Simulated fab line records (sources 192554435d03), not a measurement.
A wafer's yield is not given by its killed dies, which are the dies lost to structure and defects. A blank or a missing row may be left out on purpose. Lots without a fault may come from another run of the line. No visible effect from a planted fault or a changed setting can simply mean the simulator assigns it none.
fab line records -- flow n5-finfet -- part 2 of 2: steps 21 to 29 of 29
[record] lots = 5, wafers = 15, last-day = 17
route steps=1938 shown BEOL_M2@885
lots that met no fault: from a run of the same line without faults
start-h: the number of hours between the record's first day and the start of the first shown wafer of the lot -- wait-h: hours elapsed since this lot's preceding step -- " unchanged from the row above -- L1.1+2: a single row standing in for several wafers -- - either no value or no given start -- * or withheld: withheld -- < > ~ a bound
route shown NAME@n: a module of which the file shows steps, and the number in the route of the first -- usual: mean and standard deviation over wafers with no fault -- same: alike in all rows -- chamber/n: place in a boat -- sites: per-site readings -- _std_site: standard deviation of those values -- _edge_site: the outer-site mean with the inner-site mean subtracted -- radius-mm: for every site, how far away it sits from the centre of the wafer -- mask NAME#n: copy n -- behind: the most recent tool/chamber to have shaped the wafer -- hold: why the lot was held/for how many hours/how that ended -- device: which transistor (n, p or np) failed to switch -- end of line: the tests these same wafers got at the end of their route -- for a step that has no rows: nothing shown but its recipe -- killed: dies lost to structure and defects at the first sort, not the wafer's yield -- map: a wafer's dies, x killed, . not, _ none there
set.NAME: the setting as run; set.NAME@STEP: as run at that earlier step -- model.NAME: the simulator's own value behind a step, which no gauge read
lots at selected steps of the route; one table per step, one row per wafer
services: the hour from which a tool's chamber was out of use, counted from the record's first day as start-h (under 0 if before that day), plus the number of hours and why
[[steps]]
[step N5_BEOL_M2_ANNEAL_49]
[recipe] temp-c = 400, time-s = 240, ambient = vacuum
[usual] heater-power-w = 827/55, susceptor_temp_C_max = 401.0/0.39
lot.wafer,tool,chamber,start-h,wait-h,heater-power-w,susceptor_temp_C_max
L076.1,pvd-sputter-03,-,166.38,0.0,871,400.8
L076.5,pvd-sputter-03,-,166.38,0.0,773,400.5
L076.6,pvd-sputter-03,-,166.38,0.0,791,400.7
L084.1,pvd-sputter-02,-,200.06,0.0,801,401.4
L084.3,pvd-sputter-02,-,200.06,0.0,903,400.9
L084.5,pvd-sputter-02,-,200.06,0.0,843,401.3
L089.1,pvd-sputter-02,-,251.12,0.0,769,401.9
L089.3,pvd-sputter-02,-,251.12,0.0,815,401.4
L089.5,pvd-sputter-02,-,251.12,0.0,891,400.3
L091.3,pvd-sputter-02,-,258.30,0.0,952,401.5
L091.5,pvd-sputter-02,-,258.30,0.0,827,400.9
L091.6,pvd-sputter-02,-,258.30,0.0,933,401.8
L095.3,pvd-sputter-02,-,273.54,0.0,913,401.8
L095.5,pvd-sputter-02,-,273.54,0.0,768,401.4
L095.6,pvd-sputter-02,-,273.54,0.0,934,400.7
[step N5_BEOL_M2_SPUTTER_79]
[recipe] material = Cu, target-thk-a = 45, temp-c = -20, chamber-pressure-pa = 0.07, power-w = withheld, time-s = 8.29
[usual] chuck-sensor-temp-C = -15.9/0.51, throttle-valve-pct = 30.3/0.92
lot.wafer,tool,chamber,start-h,wait-h,chuck-sensor-temp-C,throttle-valve-pct
L076.1,pvd-sputter-03,-,166.52,0.1,-16.8,29.7
L076.5,pvd-sputter-03,-,166.52,0.1,-15.2,30.6
L076.6,pvd-sputter-03,-,166.52,0.1,-15.4,31.1
L084.1,pvd-sputter-02,-,200.20,0.1,-16.0,29.7
L084.3,pvd-sputter-02,-,200.20,0.1,-15.5,31.6
L084.5,pvd-sputter-02,-,200.20,0.1,-16.0,29.7
L089.1,pvd-sputter-02,-,251.26,0.1,-16.7,29.5
L089.3,pvd-sputter-02,-,251.26,0.1,-15.9,29.7
L089.5,pvd-sputter-02,-,251.26,0.1,-15.5,31.7
L091.3,pvd-sputter-02,-,258.44,0.1,-16.3,30.3
L091.5,pvd-sputter-02,-,258.44,0.1,-15.9,30.1
L091.6,pvd-sputter-02,-,258.44,0.1,-16.4,29.9
L095.3,pvd-sputter-02,-,273.68,0.1,-16.3,29.7
L095.5,pvd-sputter-02,-,273.68,0.1,-16.8,29.3
L095.6,pvd-sputter-02,-,273.68,0.1,-16.4,29.7
[step N5_BEOL_M2_ANNEAL_80]
[recipe] temp-c = 400, time-s = 240, ambient = vacuum
[usual] heater-power-w = 827/57, susceptor_temp_C_max = 400.9/0.43
lot.wafer,tool,chamber,start-h,wait-h,heater-power-w,susceptor_temp_C_max
L076.1,pvd-sputter-03,-,166.60,0.0,869,401.1
L076.5,pvd-sputter-03,-,166.60,0.0,772,400.2
L076.6,pvd-sputter-03,-,166.60,0.0,780,401.0
L084.1,pvd-sputter-02,-,200.28,0.0,822,401.3
L084.3,pvd-sputter-02,-,200.28,0.0,870,400.5
L084.5,pvd-sputter-02,-,200.28,0.0,838,401.2
L089.1,pvd-sputter-02,-,251.34,0.0,798,401.7
L089.3,pvd-sputter-02,-,251.34,0.0,821,401.6
L089.5,pvd-sputter-02,-,251.34,0.0,902,400.3
L091.3,pvd-sputter-02,-,258.52,0.0,904,400.8
L091.5,pvd-sputter-02,-,258.52,0.0,842,401.3
L091.6,pvd-sputter-02,-,258.52,0.0,918,400.9
L095.3,pvd-sputter-02,-,273.76,0.0,925,400.6
L095.5,pvd-sputter-02,-,273.76,0.0,772,402.0
L095.6,pvd-sputter-02,-,273.76,0.0,953,400.6
[step N5_BEOL_M2_SPUTTER_81]
[recipe] material = Cu, target-thk-a = 45, temp-c = -20, chamber-pressure-pa = 0.07, power-w = withheld, time-s = 8.29
[usual] chuck-sensor-temp-C = -15.9/0.51, throttle-valve-pct = 30.3/0.92
lot.wafer,tool,chamber,start-h,wait-h,chuck-sensor-temp-C,throttle-valve-pct
L076.1,pvd-sputter-03,-,166.74,0.1,-16.7,30.1
L076.5,pvd-sputter-03,-,166.74,0.1,-15.4,30.8
L076.6,pvd-sputter-03,-,166.74,0.1,-15.6,31.5
L084.1,pvd-sputter-02,-,200.42,0.1,-15.9,29.9
L084.3,pvd-sputter-02,-,200.42,0.1,-15.5,31.9
L084.5,pvd-sputter-02,-,200.42,0.1,-15.8,30.1
L089.1,pvd-sputter-02,-,251.48,0.1,-16.7,29.5
L089.3,pvd-sputter-02,-,251.48,0.1,-15.8,29.8
L089.5,pvd-sputter-02,-,251.48,0.1,-15.5,31.8
L091.3,pvd-sputter-02,-,258.66,0.1,-16.6,30.0
L091.5,pvd-sputter-02,-,258.66,0.1,-15.9,29.9
L091.6,pvd-sputter-02,-,258.66,0.1,-16.4,30.0
L095.3,pvd-sputter-02,-,273.90,0.1,-16.4,30.0
L095.5,pvd-sputter-02,-,273.90,0.1,-16.7,29.3
L095.6,pvd-sputter-02,-,273.90,0.1,-16.4,29.8
[step N5_BEOL_M2_ANNEAL_82]
[recipe] temp-c = 400, time-s = 240, ambient = vacuum
[usual] heater-power-w = 829/57, susceptor_temp_C_max = 401.0/0.41
lot.wafer,tool,chamber,start-h,wait-h,heater-power-w,susceptor_temp_C_max
L076.1,pvd-sputter-03,-,166.82,0.0,899,400.4
L076.5,pvd-sputter-03,-,166.82,0.0,790,400.7
L076.6,pvd-sputter-03,-,166.82,0.0,806,401.0
L084.1,pvd-sputter-02,-,200.50,0.0,823,401.5
L084.3,pvd-sputter-02,-,200.50,0.0,913,400.5
L084.5,pvd-sputter-02,-,200.50,0.0,815,401.3
L089.1,pvd-sputter-02,-,251.56,0.0,765,401.1
L089.3,pvd-sputter-02,-,251.56,0.0,811,400.8
L089.5,pvd-sputter-02,-,251.56,0.0,892,400.6
L091.3,pvd-sputter-02,-,258.74,0.0,950,400.8
L091.5,pvd-sputter-02,-,258.74,0.0,818,401.3
L091.6,pvd-sputter-02,-,258.74,0.0,920,401.3
L095.3,pvd-sputter-02,-,273.98,0.0,920,401.3
L095.5,pvd-sputter-02,-,273.98,0.0,782,401.1
L095.6,pvd-sputter-02,-,273.98,0.0,931,401.0
[step N5_BEOL_M2_SPUTTER_86]
[recipe] material = Cu, target-thk-a = 45, temp-c = -20, chamber-pressure-pa = 0.07, power-w = withheld, time-s = 8.29
[usual] chuck-sensor-temp-C = -15.9/0.5, throttle-valve-pct = 30.3/0.93
lot.wafer,tool,chamber,start-h,wait-h,chuck-sensor-temp-C,throttle-valve-pct
L076.1,pvd-sputter-03,-,166.96,0.1,-16.6,29.3
L076.5,pvd-sputter-03,-,166.96,0.1,-15.2,30.7
L076.6,pvd-sputter-03,-,166.96,0.1,-15.5,31.4
L084.1,pvd-sputter-02,-,200.64,0.1,-16.0,29.9
L084.3,pvd-sputter-02,-,200.64,0.1,-15.4,31.7
L084.5,pvd-sputter-02,-,200.64,0.1,-16.0,29.5
L089.1,pvd-sputter-02,-,251.70,0.1,-16.6,29.7
L089.3,pvd-sputter-02,-,251.70,0.1,-16.0,30.0
L089.5,pvd-sputter-02,-,251.70,0.1,-15.4,32.1
L091.3,pvd-sputter-02,-,258.88,0.1,-16.3,30.0
L091.5,pvd-sputter-02,-,258.88,0.1,-15.7,29.9
L091.6,pvd-sputter-02,-,258.88,0.1,-16.4,30.2
L095.3,pvd-sputter-02,-,274.12,0.1,-16.5,30.0
L095.5,pvd-sputter-02,-,274.12,0.1,-16.8,29.4
L095.6,pvd-sputter-02,-,274.12,0.1,-16.3,29.9
[step N5_BEOL_M2_ANNEAL_87]
[recipe] temp-c = 400, time-s = 240, ambient = vacuum
[usual] heater-power-w = 827/57, susceptor_temp_C_max = 401.0/0.4
lot.wafer,tool,chamber,start-h,wait-h,heater-power-w,susceptor_temp_C_max
L076.1,pvd-sputter-03,-,167.04,0.0,889,401.2
L076.5,pvd-sputter-03,-,167.04,0.0,785,400.4
L076.6,pvd-sputter-03,-,167.04,0.0,778,401.3
L084.1,pvd-sputter-02,-,200.72,0.0,833,401.4
L084.3,pvd-sputter-02,-,200.72,0.0,899,401.1
L084.5,pvd-sputter-02,-,200.72,0.0,830,401.8
L089.1,pvd-sputter-02,-,251.78,0.0,746,401.1
L089.3,pvd-sputter-02,-,251.78,0.0,818,401.4
L089.5,pvd-sputter-02,-,251.78,0.0,918,400.6
L091.3,pvd-sputter-02,-,258.96,0.0,916,401.4
L091.5,pvd-sputter-02,-,258.96,0.0,812,400.9
L091.6,pvd-sputter-02,-,258.96,0.0,933,401.0
L095.3,pvd-sputter-02,-,274.20,0.0,923,401.1
L095.5,pvd-sputter-02,-,274.20,0.0,772,401.3
L095.6,pvd-sputter-02,-,274.20,0.0,929,401.0
[step N5_BEOL_M2_SPUTTER_88]
[recipe] material = Cu, target-thk-a = 45, temp-c = -20, chamber-pressure-pa = 0.07, power-w = withheld, time-s = 8.29
[usual] chuck-sensor-temp-C = -15.9/0.51, throttle-valve-pct = 30.3/0.95
lot.wafer,tool,chamber,start-h,wait-h,chuck-sensor-temp-C,throttle-valve-pct
L076.1,pvd-sputter-03,-,167.18,0.1,-16.7,29.4
L076.5,pvd-sputter-03,-,167.18,0.1,-15.4,30.6
L076.6,pvd-sputter-03,-,167.18,0.1,-15.6,31.5
L084.1,pvd-sputter-02,-,200.86,0.1,-15.8,29.8
L084.3,pvd-sputter-02,-,200.86,0.1,-15.5,31.6
L084.5,pvd-sputter-02,-,200.86,0.1,-16.1,29.8
L089.1,pvd-sputter-02,-,251.92,0.1,-16.7,29.5
L089.3,pvd-sputter-02,-,251.92,0.1,-15.9,29.9
L089.5,pvd-sputter-02,-,251.92,0.1,-15.5,31.9
L091.3,pvd-sputter-02,-,259.10,0.1,-16.4,29.9
L091.5,pvd-sputter-02,-,259.10,0.1,-16.0,29.9
L091.6,pvd-sputter-02,-,259.10,0.1,-16.4,29.9
L095.3,pvd-sputter-02,-,274.34,0.1,-16.3,30.1
L095.5,pvd-sputter-02,-,274.34,0.1,-16.7,29.3
L095.6,pvd-sputter-02,-,274.34,0.1,-16.4,30.0
[step N5_BEOL_M2_ANNEAL_89]
[recipe] temp-c = 400, time-s = 240, ambient = vacuum
[usual] heater-power-w = 829/56, susceptor_temp_C_max = 401.0/0.41
lot.wafer,tool,chamber,start-h,wait-h,heater-power-w,susceptor_temp_C_max
L076.1,pvd-sputter-03,-,167.26,0.0,892,401.3
L076.5,pvd-sputter-03,-,167.26,0.0,806,400.9
L076.6,pvd-sputter-03,-,167.26,0.0,789,400.9
L084.1,pvd-sputter-02,-,200.94,0.0,805,401.8
L084.3,pvd-sputter-02,-,200.94,0.0,898,400.6
L084.5,pvd-sputter-02,-,200.94,0.0,824,401.4
L089.1,pvd-sputter-02,-,252.00,0.0,781,402.4
L089.3,pvd-sputter-02,-,252.00,0.0,811,400.8
L089.5,pvd-sputter-02,-,252.00,0.0,900,400.5
L091.3,pvd-sputter-02,-,259.18,0.0,928,400.8
L091.5,pvd-sputter-02,-,259.18,0.0,812,400.9
L091.6,pvd-sputter-02,-,259.18,0.0,913,401.1
L095.3,pvd-sputter-02,-,274.42,0.0,932,401.1
L095.5,pvd-sputter-02,-,274.42,0.0,767,401.6
L095.6,pvd-sputter-02,-,274.42,0.0,922,400.6
[[services]]
tool,chamber,start-h,hours,kind
ald-metal-04,-,143.52,6.0,pm
ald-metal-02,1,151.25,1.7,repair
ald-metal-02,-,151.83,8.7,pm
rie-diel-06,1,163.37,-,clean
rie-diel-06,1,163.37,-,consumable-replace:focus-ring
rie-diel-06,1,163.37,11.2,scheduled-down
rie-diel-06,1,163.37,11.2,vent-cycle
rie-diel-05,0,167.07,5.0,repair
rie-diel-04,2,175.54,3.6,repair
ald-metal-02,-,178.46,6.0,pm
rie-diel-05,1,183.42,12.0,repair
rie-diel-04,0,197.28,-,clean
cvd-co-02,-,200.41,6.9,pm
rie-diel-05,-,205.16,0.7,repair
cvd-co-01,-,207.31,2.8,pm
rie-diel-05,-,218.37,0.1,repair
ald-metal-02,3,226.31,2.8,repair
cvd-co-02,2,241.25,7.8,repair
rie-diel-05,3,242.46,40.9,repair
ald-metal-02,2,249.40,6.7,repair
rie-diel-04,1,252.29,3.0,repair
ald-metal-03,1,262.22,8.8,repair
ald-metal-02,2,266.93,17.2,repair
cvd-co-02,-,268.00,0.5,repair
